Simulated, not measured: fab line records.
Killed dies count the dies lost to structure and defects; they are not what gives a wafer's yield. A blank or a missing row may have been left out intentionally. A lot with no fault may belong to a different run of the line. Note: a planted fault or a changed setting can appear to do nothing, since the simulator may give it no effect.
fab line records | flow n5Finfet
record: lots: 11 | wafers: 31 | lastDay: 19
route steps=1938 shown FIN_SAQP@126 PASSIVATION@1936
lots that met no fault: from a run of the same line without faults
startH: hours from the record's first day to the start of the lot's first wafer shown | waitH: how many hours have passed since the lot's step before this one | " the same as in the row above | L1.1+2: several wafers, shown together as one row | - value missing, or start not given | * or withheld: withheld | < > ~ a bound
route shown NAME@n: names a module that has steps shown in the file, with the first one's number in the route | usual: mean and standard deviation over wafers with no fault | same: alike in all rows | chamber/n: place in a boat | sites: each site's reading | _std_site: the values' standard deviation | _edge_site: outer sites' mean less inner sites' | radiusMm: how far each site lies from the wafer's centre | mask NAME#n: copy n | behind: the last tool/chamber to shape the wafer | hold: what put the lot on hold/how long, in hours/how the hold closed | device: whichever transistor did not switch (one of n, p or np) | end of line: the tests these same wafers got at the end of their route | for a step that has no rows: nothing shown but its recipe | killed: at the first sort, the dies lost to defects and structure; wafer yield is something else | map: dies across one wafer; x = killed, . = not, _ = none there
set.NAME: the setting as run; set.NAME@STEP: as run at that earlier step | model.NAME: the simulator's own value behind a step, which no gauge read
the route's steps for a sample of lots (tables are steps, rows are wafers)
services: a tool's chamber out of use, with start hour (startH, from the record's first day; less than 0 if before it), hours out, and reason
== steps ==
step: N5_FIN_SAQP_SPACER1_ETCHBACK_25
recipe: chemistry: CHF3/O2 | mode: anisotropicEtchback | target: SiO2 | targetDepthA: 244 | timeS: 12.2 | pressureMtorr: 30 | sourceW: 650 | biasW: 170 | Ar_flow_sccm: 200 | CHF3_flow_sccm: 50 | O2_flow_sccm: 5 | ionEnergyEv: 200
usual: drypumpMotorCurrentA: 6.0/0.4 | oesProductAu: 0.79/0.076 | rfVppV: 522/14 | showerheadPlenumPTorr: 2.43/0.065 | throttleValvePct: 18.97/0.23
lot.wafer | tool       | chamber | startH | waitH | drypumpMotorCurrentA | oesProductAu | rfHoursCounterH | rfVppV | showerheadPlenumPTorr | throttleValvePct
L947.2    | rieDiel-06 | 1       | 25.31  | 0.4   | 6.5                  | 0.74         | 177             | 535    | 2.51                  | 19.15
L947.4    | "          | 3       | "      | "     | 5.3                  | 0.66         | 236             | 527    | 2.50                  | 19.39
L947.5    | "          | 0       | "      | "     | 5.7                  | 0.84         | -               | 501    | 2.55                  | 18.90
L950.2    | rieDiel-01 | 0       | 43.05  | 0.4   | 6.4                  | 0.81         | 91              | 529    | 2.52                  | 18.85
L950.3    | "          | 2       | "      | "     | 6.3                  | 0.68         | 241             | 524    | 2.48                  | 19.40
L950.4    | "          | 3       | "      | "     | 6.1                  | 0.77         | 175             | 537    | 2.40                  | 19.20
L951.1    | rieDiel-01 | 1       | 48.95  | 0.4   | 5.9                  | 0.74         | 123             | 526    | 2.34                  | 18.88
L951.2    | "          | 2       | "      | "     | 6.2                  | 0.67         | 243             | 525    | 2.48                  | 19.40
L951.6    | "          | 3       | "      | "     | 6.2                  | 0.76         | -               | 538    | 2.40                  | 19.20
L954.2    | rieDiel-03 | 1       | 65.55  | 0.4   | 5.5                  | 0.86         | 47              | 519    | 2.45                  | 19.03
L954.3    | "          | 0       | "      | "     | 6.1                  | 0.75         | 131             | 491    | 2.44                  | 19.24
L954.5    | "          | 1       | "      | "     | 5.5                  | 0.85         | -               | 519    | 2.45                  | 19.03
L956.1    | rieDiel-03 | 0       | 77.53  | 0.4   | 6.1                  | 0.74         | 134             | 491    | 2.44                  | 19.25
L956.2    | "          | 2       | "      | "     | 5.4                  | 0.74         | 139             | 531    | 2.40                  | 18.57
L959.4    | rieDiel-01 | 1       | 97.76  | 0.4   | 5.9                  | 0.73         | 143             | 525    | 2.33                  | 18.93
L959.5    | "          | 1       | "      | "     | 5.9                  | 0.73         | -               | 525    | 2.33                  | 18.90
L959.6    | "          | 0       | "      | "     | 6.5                  | 0.79         | -               | 530    | 2.51                  | 18.88
L964.1    | rieDiel-06 | 1       | 126.49 | 0.4   | 6.5                  | 0.72         | 220             | 536    | 2.49                  | 19.25
L964.4    | "          | 2       | "      | "     | 5.4                  | 0.74         | 175             | 507    | 2.39                  | 18.75
L967.2    | rieDiel-03 | 1       | 145.59 | 0.4   | 5.5                  | 0.83         | 61              | 520    | 2.45                  | 19.06
L967.5    | "          | 0       | "      | "     | 6.1                  | 0.72         | -               | 491    | 2.42                  | 19.29
L967.6    | "          | 1       | "      | "     | 5.5                  | 0.83         | -               | 519    | 2.45                  | 19.04
L968.1    | rieDiel-01 | 0       | 152.24 | 0.4   | 6.5                  | 0.77         | 133             | 529    | 2.50                  | 18.93
L968.3    | "          | 3       | "      | "     | 6.1                  | 0.73         | 217             | 538    | 2.39                  | 19.26
L968.4    | "          | 2       | "      | "     | 6.2                  | 0.92         | 22              | 523    | 2.47                  | 18.98
L969.4    | rieDiel-01 | 2       | 157.22 | 0.4   | 6.2                  | 0.92         | 24              | 524    | 2.47                  | 18.99
L969.5    | "          | 1       | "      | "     | 5.9                  | 0.71         | -               | 526    | 2.32                  | 18.92
L969.6    | "          | 2       | "      | "     | 6.2                  | 0.93         | -               | 524    | 2.46                  | 18.98
L970.1    | rieDiel-06 | 1       | 162.71 | 0.4   | 6.5                  | 0.70         | 231             | 537    | 2.49                  | 19.24
L970.2    | "          | 0       | "      | "     | 5.7                  | 0.79         | 114             | 498    | 2.53                  | 18.94
L970.5    | "          | 3       | "      | "     | 5.3                  | 0.84         | -               | 526    | 2.48                  | 18.97
step: N5_FIN_SAQP_MANDREL_ETCH_58
recipe: chemistry: HBr/Cl2 | target: a-Si | targetDepthA: 450 | btTimeS: 10 | stopOn: SiNx | maskMaterial: SiO2 | overEtchFrac: 0.8 | timeS: 27 | pressureMtorr: 10 | icpW: 800 | biasW: 75 | HBr_flow_sccm: 150 | Cl2_flow_sccm: 80 | ends: endPoint
usual: drypumpMotorCurrentA: 5.6/0.43 | oesProductAu: 0.693/0.0091 | throttleValvePct: 35.5/0.35
lot.wafer | tool     | chamber | startH | waitH | drypumpMotorCurrentA | oesProductAu | rfHoursCounterH | throttleValvePct
L947.2    | rieSi-05 | 2       | 25.72  | 0.0   | 5.2                  | 0.701        | 34              | 35.5
L947.4    | "        | 0       | "      | "     | 5.1                  | 0.692        | 38              | 35.5
L947.5    | "        | 0       | "      | "     | 5.1                  | 0.692        | -               | 35.5
L950.2    | rieSi-05 | 3       | 43.51  | 0.0   | 6.6                  | 0.685        | 134             | 36.4
L950.3    | "        | 0       | "      | "     | 5.1                  | 0.688        | 38              | 35.5
L950.4    | "        | 1       | "      | "     | 6.6                  | 0.702        | 7               | 35.3
L951.1    | rieSi-04 | 0       | 49.34  | 0.0   | 6.0                  | 0.687        | 89              | 35.3
L951.2    | "        | 2       | "      | "     | 5.3                  | 0.686        | 79              | 35.5
L951.6    | "        | 3       | "      | "     | 5.9                  | 0.698        | -               | 35.7
L954.2    | rieSi-04 | 0       | 65.94  | 0.0   | 5.9                  | 0.697        | 89              | 35.2
L954.3    | "        | 2       | "      | "     | 5.4                  | 0.684        | 79              | 35.4
L954.5    | "        | 2       | "      | "     | 5.4                  | 0.691        | -               | 35.4
L956.1    | rieSi-01 | 0       | 77.91  | 0.0   | 5.7                  | 0.687        | 113             | 35.1
L956.2    | "        | 1       | "      | "     | 4.8                  | 0.681        | 104             | 36.1
L959.4    | rieSi-01 | 3       | 98.14  | 0.0   | 5.5                  | 0.694        | 9               | 35.2
L959.5    | "        | 3       | "      | "     | 5.5                  | 0.689        | -               | 35.2
L959.6    | "        | 2       | "      | "     | 5.5                  | 0.701        | -               | 35.6
L964.1    | rieSi-04 | 0       | 126.88 | 0.0   | 6.0                  | 0.699        | 90              | 35.2
L964.4    | "        | 3       | "      | "     | 5.9                  | 0.693        | 92              | 35.7
L967.2    | rieSi-04 | 3       | 146.04 | 0.0   | 5.9                  | 0.698        | 93              | 35.7
L967.5    | "        | 2       | "      | "     | 5.3                  | 0.689        | -               | 35.4
L967.6    | "        | 1       | "      | "     | 5.6                  | 0.702        | -               | 35.7
L968.1    | rieSi-04 | 2       | 152.63 | 0.0   | 5.4                  | 0.679        | 81              | 35.4
L968.3    | "        | 0       | "      | "     | 6.0                  | 0.690        | 91              | 35.3
L968.4    | "        | 3       | "      | "     | 5.9                  | 0.702        | 93              | 35.7
L969.4    | rieSi-04 | 3       | 157.64 | 0.0   | 5.9                  | 0.692        | -               | 35.7
L969.5    | "        | 1       | "      | "     | 5.6                  | 0.693        | -               | 35.7
L969.6    | "        | 0       | "      | "     | 5.9                  | 0.702        | -               | 35.3
L970.1    | rieSi-01 | 1       | 163.10 | 0.0   | 4.9                  | 0.681        | 106             | 36.1
L970.2    | "        | 0       | "      | "     | 5.7                  | 0.691        | 115             | 35.2
L970.5    | "        | 0       | "      | "     | 5.7                  | 0.691        | -               | 35.1
step: N5_FIN_SAQP_RECESS_71
recipe: chemistry: HF/NH3 | target: SiO2 | targetDepthA: 30 | afsCycles: 1 | tempC: 30 | sublimationTempC: 180 | sublimationTimeS: 60
usual: drypumpMotorCurrentA: 6.1/0.39
lot.wafer | tool         | chamber | startH | waitH | drypumpMotorCurrentA
L947.2    | vaporEtch-01 | 0       | 26.50  | 0.0   | 6.5
L947.4    | "            | 0       | "      | "     | 6.4
L947.5    | "            | 1       | "      | "     | 5.6
L950.2    | vaporEtch-02 | 1       | 44.36  | 0.0   | 6.4
L950.3    | "            | 1       | "      | "     | 6.4
L950.4    | "            | 0       | "      | "     | 6.2
L951.1    | vaporEtch-01 | 1       | 50.03  | 0.0   | 5.6
L951.2    | "            | 0       | "      | "     | 6.5
L951.6    | "            | 0       | "      | "     | 6.5
L954.2    | vaporEtch-01 | 0       | 66.63  | 0.0   | 6.5
L954.3    | "            | 1       | "      | "     | 5.6
L954.5    | "            | 1       | "      | "     | 5.6
L956.1    | vaporEtch-01 | 0       | 78.64  | 0.0   | 6.5
L956.2    | "            | 1       | "      | "     | 5.6
L959.4    | vaporEtch-01 | 1       | 98.88  | 0.1   | 5.6
L959.5    | "            | 1       | "      | "     | 5.6
L959.6    | "            | 0       | "      | "     | 6.5
L964.1    | vaporEtch-01 | 0       | 127.57 | 0.0   | 6.5
L964.4    | "            | 1       | "      | "     | 5.6
L967.2    | vaporEtch-01 | 0       | 146.80 | 0.0   | 6.5
L967.5    | "            | 1       | "      | "     | 5.6
L967.6    | "            | 0       | "      | "     | 6.5
L968.1    | vaporEtch-01 | 1       | 153.32 | 0.0   | 5.6
L968.3    | "            | 0       | "      | "     | 6.5
L968.4    | "            | 1       | "      | "     | 5.6
L969.4    | vaporEtch-02 | 1       | 158.34 | 0.1   | 6.4
L969.5    | "            | 1       | "      | "     | 6.4
L969.6    | "            | 0       | "      | "     | 6.2
L970.1    | vaporEtch-02 | 0       | 163.79 | 0.0   | 6.2
L970.2    | "            | 1       | "      | "     | 6.4
L970.5    | "            | 0       | "      | "     | 6.2
step: N5_FIN_SAQP_MANDREL2_REMOVE_60
recipe: chemistry: HBr/Cl2/O2 | btTimeS: 10 | target: a-Si | stopOn: SiNx | endpoint: OES-SiCl | overEtchFrac: 1 | icpW: 600 | biasW: 22 | HBr_flow_sccm: 150 | Cl2_flow_sccm: 80 | O2_flow_sccm: 5 | pressureMtorr: 10
usual: drypumpMotorCurrentA: 5.6/0.51 | oesProductAu: 0.994/0.012 | throttleValvePct: 36.7/0.37
lot.wafer | tool     | chamber | startH | waitH | drypumpMotorCurrentA | oesProductAu | rfHoursCounterH | throttleValvePct
L947.2    | rieSi-01 | 0       | 27.07  | 0.1   | 5.7                  | 0.990        | 112             | 36.3
L947.4    | "        | 1       | "      | "     | 4.8                  | 0.989        | 103             | 37.3
L947.5    | "        | 1       | "      | "     | 4.8                  | 0.976        | -               | 37.3
L950.2    | rieSi-04 | 0       | 44.91  | 0.1   | 6.0                  | 0.979        | 89              | 36.4
L950.3    | "        | 1       | "      | "     | 5.6                  | 0.987        | 186             | 36.9
L950.4    | "        | 2       | "      | "     | 5.3                  | 0.986        | 78              | 36.5
L951.1    | rieSi-05 | 3       | 50.71  | 0.1   | 6.5                  | 1.007        | 134             | 37.5
L951.2    | "        | 2       | "      | "     | 5.2                  | 1.008        | 34              | 36.7
L951.6    | "        | 1       | "      | "     | 6.6                  | 1.005        | -               | 36.4
L954.2    | rieSi-01 | 3       | 68.70  | 0.1   | 5.5                  | 1.014        | 8               | 36.3
L954.3    | "        | 2       | "      | "     | 5.5                  | 1.019        | 79              | 36.8
L954.5    | "        | 3       | "      | "     | 5.5                  | 1.017        | -               | 36.3
L956.1    | rieSi-04 | 2       | 79.19  | 0.1   | 5.3                  | 0.983        | 79              | 36.5
L956.2    | "        | 0       | "      | "     | 6.0                  | 0.987        | 89              | 36.3
L959.4    | rieSi-04 | 0       | 99.55  | 0.1   | 6.0                  | 0.980        | 90              | 36.4
L959.5    | "        | 1       | "      | "     | 5.6                  | 0.990        | -               | 36.8
L959.6    | "        | 0       | "      | "     | 6.0                  | 0.983        | -               | 36.4
L964.1    | rieSi-05 | 2       | 128.12 | 0.1   | 5.2                  | 1.000        | 36              | 36.7
L964.4    | "        | 1       | "      | "     | 6.6                  | 1.004        | 8               | 36.4
L967.2    | rieSi-05 | 0       | 147.47 | 0.1   | 5.1                  | 0.995        | 40              | 36.6
L967.5    | "        | 1       | "      | "     | 6.6                  | 1.001        | -               | 36.4
L967.6    | "        | 0       | "      | "     | 5.1                  | 1.000        | -               | 36.6
L968.1    | rieSi-05 | 0       | 153.87 | 0.1   | 5.1                  | 0.985        | 40              | 36.6
L968.3    | "        | 2       | "      | "     | 5.2                  | 1.014        | 36              | 36.7
L968.4    | "        | 3       | "      | "     | 6.6                  | 0.999        | 136             | 37.5
L969.4    | rieSi-01 | 1       | 158.85 | 0.1   | 4.8                  | 0.961        | 106             | 37.3
L969.5    | "        | 0       | "      | "     | 5.6                  | 0.984        | -               | 36.3
L969.6    | "        | 1       | "      | "     | 4.8                  | 0.972        | -               | 37.3
L970.1    | rieSi-05 | 2       | 164.35 | 0.1   | 5.2                  | 0.989        | 37              | 36.7
L970.2    | "        | 0       | "      | "     | 5.1                  | 0.991        | 40              | 36.7
L970.5    | "        | 0       | "      | "     | 5.1                  | 0.990        | -               | 36.6
step: N5_FIN_SAQP_HM_OPEN_33
recipe: chemistry: CH3F/O2 | target: SiNx | maskMaterial: SiO2 | targetDepthA: 494 | timeS: 70.6 | pressureMtorr: 30 | sourceW: 395 | biasW: 73 | Ar_flow_sccm: 150 | CH3F_flow_sccm: 30 | O2_flow_sccm: 20 | ionEnergyEv: 120 | ends: cleared
usual: drypumpMotorCurrentA: 5.8/0.46 | etchRfOnTimeS: 70.2/1.9 | oesProductAu: 0.66/0.056 | rfVppV: 295/7.9 | showerheadPlenumPTorr: 2.03/0.052 | throttleValvePct: 16.41/0.24
lot.wafer | tool       | chamber | startH | waitH | drypumpMotorCurrentA | etchRfOnTimeS | oesProductAu | rfHoursCounterH | rfVppV | showerheadPlenumPTorr | throttleValvePct
L947.2    | rieDiel-06 | 1       | 27.31  | 0.1   | 6.5                  | 70.9          | 0.63         | 179             | 303    | 2.08                  | 16.56
L947.4    | "          | 1       | "      | "     | 6.5                  | 71.2          | 0.63         | -               | 303    | 2.08                  | 16.57
L947.5    | "          | 3       | "      | "     | 5.3                  | 72.9          | 0.57         | -               | 298    | 2.08                  | 16.86
L950.2    | rieDiel-06 | 1       | 45.13  | 0.1   | 6.5                  | 71.8          | 0.62         | 191             | 304    | 2.07                  | 16.58
L950.3    | "          | 2       | "      | "     | 5.4                  | 71.6          | 0.66         | 146             | 287    | 2.00                  | 16.19
L950.4    | "          | 0       | "      | "     | 5.7                  | 68.8          | 0.72         | 78              | 282    | 2.12                  | 16.32
L951.1    | rieDiel-03 | 3       | 50.87  | 0.0   | 6.3                  | 68.0          | 0.78         | 37              | 296    | 1.95                  | 15.84
L951.2    | "          | 1       | "      | "     | 5.5                  | 69.8          | 0.74         | 42              | 295    | 2.04                  | 16.46
L951.6    | "          | 1       | "      | "     | 5.5                  | 71.5          | 0.73         | -               | 295    | 2.04                  | 16.43
L954.2    | rieDiel-06 | 0       | 68.90  | 0.1   | 5.7                  | 66.6          | 0.70         | 87              | 284    | 2.11                  | 16.33
L954.3    | "          | 2       | "      | "     | 5.4                  | 70.5          | 0.65         | 156             | 287    | 1.99                  | 16.20
L954.5    | "          | 2       | "      | "     | 5.3                  | 70.9          | 0.66         | -               | 288    | 1.99                  | 16.21
L956.1    | rieDiel-01 | 1       | 79.37  | 0.1   | 5.9                  | 69.7          | 0.64         | 135             | 299    | 1.94                  | 16.36
L956.2    | "          | 0       | "      | "     | 6.5                  | 73.6          | 0.67         | 106             | 300    | 2.09                  | 16.34
L959.4    | rieDiel-03 | 0       | 99.80  | 0.1   | 6.1                  | 70.5          | 0.63         | -               | 280    | 2.03                  | 16.72
L959.5    | "          | 2       | "      | "     | 5.4                  | 74.1          | 0.63         | -               | 302    | 1.99                  | 16.05
L959.6    | "          | 3       | "      | "     | 6.3                  | 71.6          | 0.75         | -               | 297    | 1.95                  | 15.86
L964.1    | rieDiel-06 | 0       | 128.31 | 0.1   | 5.7                  | 68.5          | 0.68         | 104             | 284    | 2.11                  | 16.36
L964.4    | "          | 2       | "      | "     | 5.4                  | 71.7          | 0.63         | 176             | 288    | 1.99                  | 16.26
L967.2    | rieDiel-03 | 1       | 147.99 | 0.4   | 5.4                  | 71.0          | 0.71         | 62              | 294    | 2.03                  | 16.46
L967.5    | "          | 1       | "      | "     | 5.5                  | 54.0          | 0.71         | -               | 295    | 2.03                  | 16.47
L967.6    | "          | 2       | "      | "     | 5.3                  | 71.1          | 0.62         | -               | 303    | 1.98                  | 16.10
L968.1    | rieDiel-06 | 1       | 154.03 | 0.0   | 6.5                  | 68.6          | 0.60         | 229             | 302    | 2.06                  | 16.65
L968.3    | "          | 3       | "      | "     | 5.3                  | 70.2          | 0.74         | 28              | 298    | 2.06                  | 16.38
L968.4    | "          | 2       | "      | "     | 5.4                  | 57.1          | 0.63         | 185             | 288    | 1.98                  | 16.27
L969.4    | rieDiel-06 | 0       | 159.01 | 0.0   | 5.7                  | 53.1          | 0.68         | 113             | 284    | 2.11                  | 16.37
L969.5    | "          | 0       | "      | "     | 5.8                  | 52.6          | 0.68         | -               | 282    | 2.11                  | 16.37
L969.6    | "          | 1       | "      | "     | 6.5                  | 70.6          | 0.60         | -               | 304    | 2.06                  | 16.65
L970.1    | rieDiel-06 | 1       | 164.51 | 0.0   | 6.5                  | 71.2          | 0.60         | 232             | 304    | 2.06                  | 16.67
L970.2    | "          | 0       | "      | "     | 5.7                  | 66.8          | 0.68         | 115             | 284    | 2.11                  | 16.38
L970.5    | "          | 1       | "      | "     | 6.5                  | 71.7          | 0.60         | -               | 304    | 2.06                  | 16.66
step: N5_PASSIVATION_PROBE_49
usual: killed_at_M0_to_M3: 33/11 | killed_at_M4_up: 13/5.2 | killedAtContacts: 11/5.7 | killedAtFrontEnd: 39/11 | killedAtOther: 4/3 | killedDies: 101/20 | killedOpen: 66/15 | killedShort: 33/8.4
same: grossDies: 1180 | killedAtBackSide: 0
lot.wafer | tool      | chamber | startH | waitH | killed_at_M0_to_M3 | killed_at_M4_up | killedAtContacts | killedAtFrontEnd | killedAtOther | killedDies | killedOpen | killedShort
L947.2    | prober-02 | -       | 288.10 | 0.1   | 31                 | 23              | 7                | 32               | 1             | 94         | 63         | 28
L947.4    | prober-02 | -       | 288.20 | 0.2   | 38                 | 14              | 4                | 43               | 5             | 104        | 67         | 34
L947.5    | prober-02 | -       | 288.25 | 0.2   | 38                 | 12              | 4                | 37               | 0             | 91         | 59         | 30
L959.4    | prober-01 | -       | 364.26 | 0.2   | 54                 | 22              | 4                | 67               | 4             | 151        | 97         | 54
L959.5    | prober-01 | -       | 364.31 | 0.2   | 39                 | 18              | 11               | 47               | 1             | 116        | 78         | 34
L959.6    | prober-01 | -       | 364.36 | 0.3   | 55                 | 20              | 14               | 44               | 3             | 136        | 96         | 37
L969.6    | prober-02 | -       | 448.06 | 0.3   | 21                 | 16              | 3                | 40               | 15            | 95         | 61         | 32
killed by level:class
L947.2 BEOL_M1:geometricParticle:open=11 BEOL_M4:geometricParticle:open=10 FIN_SAQP:geometricParticle:short=7 MOL_CONTACT_COAG:geometricParticle:open=6 STI_FIN_REVEAL:geometricParticle:open=6 FIN_SAQP:geometricParticle:open=4 BEOL_M2:geometricParticle:open=4 BEOL_M3:geometricParticle:open=4
L947.4 BEOL_M1:geometricParticle:open=14 STI_FIN_REVEAL:geometricParticle:open=12 BEOL_M0_SAQP:geometricParticle:open=8 FIN_SAQP:geometricParticle:short=6 BEOL_M0_SAQP:geometricParticle:short=6 DUMMY_GATE:geometricParticle:open=5 STI_FIN_REVEAL:geometricParticle:short=4 BEOL_M4:geometricParticle:open=4
L947.5 STI_FIN_REVEAL:geometricParticle:open=13 BEOL_M1:geometricParticle:open=9 BEOL_M0_SAQP:geometricParticle:open=7 FIN_SAQP:geometricParticle:open=6 FIN_SAQP:geometricParticle:short=6 BEOL_M2:geometricParticle:short=6 BEOL_M3:geometricParticle:open=5 MOL_CONTACT_COAG:geometricParticle:open=4
L959.4 FIN_SAQP:geometricParticle:open=18 STI_FIN_REVEAL:geometricParticle:open=18 BEOL_M0_SAQP:geometricParticle:short=13 BEOL_M3:geometricParticle:open=11 BEOL_M4:geometricParticle:open=10 BEOL_M0_SAQP:geometricParticle:open=9 FIN_SAQP:geometricParticle:short=8 BEOL_M3:geometricParticle:short=8
L959.5 STI_FIN_REVEAL:geometricParticle:open=12 BEOL_M3:geometricParticle:open=10 FIN_SAQP:geometricParticle:open=8 DUMMY_GATE:geometricParticle:open=6 MOL_CONTACT_COAG:geometricParticle:open=6 BEOL_M2:geometricParticle:open=6 STARTING-WAFER:geometricParticle:open=6 FIN_SAQP:geometricParticle:short=5
L959.6 STI_FIN_REVEAL:geometricParticle:open=19 BEOL_M4:geometricParticle:open=14 BEOL_M0_SAQP:geometricParticle:open=12 MOL_CONTACT_COAG:geometricParticle:open=12 BEOL_M0_SAQP:geometricParticle:short=9 BEOL_M1:geometricParticle:open=8 BEOL_M3:geometricParticle:open=7 STI_FIN_REVEAL:geometricParticle:short=7
L969.6 FIN_SAQP:geometricParticle:open=11 STI_FIN_REVEAL:geometricParticle:open=8 GATE_CUT:geometricParticle:short=6 BEOL_M3:geometricParticle:open=6 BEOL_M4:geometricParticle:open=5 FIN_SAQP:geometricParticle:short=4 BEOL_M2:geometricParticle:open=4 PASS1_CAP:geometricParticle:open=4
== services ==
tool         | chamber | startH | hours | kind
rieSi-01     | 0       | 9.35   | 3.3   | repair
rieDiel-03   | -       | 11.78  | 0.3   | repair
rieDiel-01   | 0       | 24.77  | 4.8   | repair
rieDiel-06   | 0       | 27.07  | 16.7  | repair
rieDiel-06   | 3       | 46.41  | -     | clean
rieDiel-06   | 3       | 46.41  | -     | consumableReplace:focusRing
rieDiel-06   | 3       | 46.41  | 16.0  | scheduledDown
rieDiel-06   | 3       | 46.41  | 16.0  | ventCycle
rieDiel-03   | 3       | 52.75  | 23.1  | repair
rieSi-01     | 2       | 62.19  | 3.2   | repair
rieDiel-01   | 2       | 66.15  | -     | clean
rieDiel-01   | 2       | 66.15  | -     | consumableReplace:focusRing
rieDiel-01   | 2       | 66.15  | 18.8  | scheduledDown
rieDiel-01   | 2       | 66.15  | 18.8  | ventCycle
vaporEtch-02 | -       | 78.85  | 0.4   | repair
rieSi-01     | -       | 91.77  | 2.8   | pm
rieDiel-03   | 1       | 92.41  | 36.0  | repair
rieSi-01     | -       | 109.65 | 0.2   | repair
rieSi-01     | 3       | 121.06 | 7.8   | repair
rieSi-04     | 2       | 155.56 | 7.1   | repair
== key ==
firstSign: step: N5_FIN_SAQP_HM_OPEN_33 | reading: etchRfOnTimeS | direction: down | sigmas: 8.5 | usual: * | struck: *
effect none on later readings
metAt N5_FIN_SAQP_MANDREL_ETCH_58
struckLots L967,L968,L969
struckWafers L967.5,L968.4,L969.4,L969.5
testerLeftOut L967,L968,L969
notActingAt N5_FIN_SAQP_SPACER1_ETCHBACK_25,N5_FIN_SAQP_RECESS_71,N5_FIN_SAQP_MANDREL2_REMOVE_60
onsetBetween 126.88 146.04
fault: kind: processParameterDrift | tool: rieSi-04 | chamber: - | onsetH: 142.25 | steps: N5_FIN_SAQP_MANDREL_ETCH_58 | channel: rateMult | offset: 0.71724 | shape: step | endH: 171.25 | scope: struckWafersOnly
testerLeftOut: of these lots the tester's yield and bins aren't shown, on N5 and GAA mostly nor the transistor test; their killed dies are dies lost to structure and defects alone, not to doping, threshold or leakage, so they don't give the yield
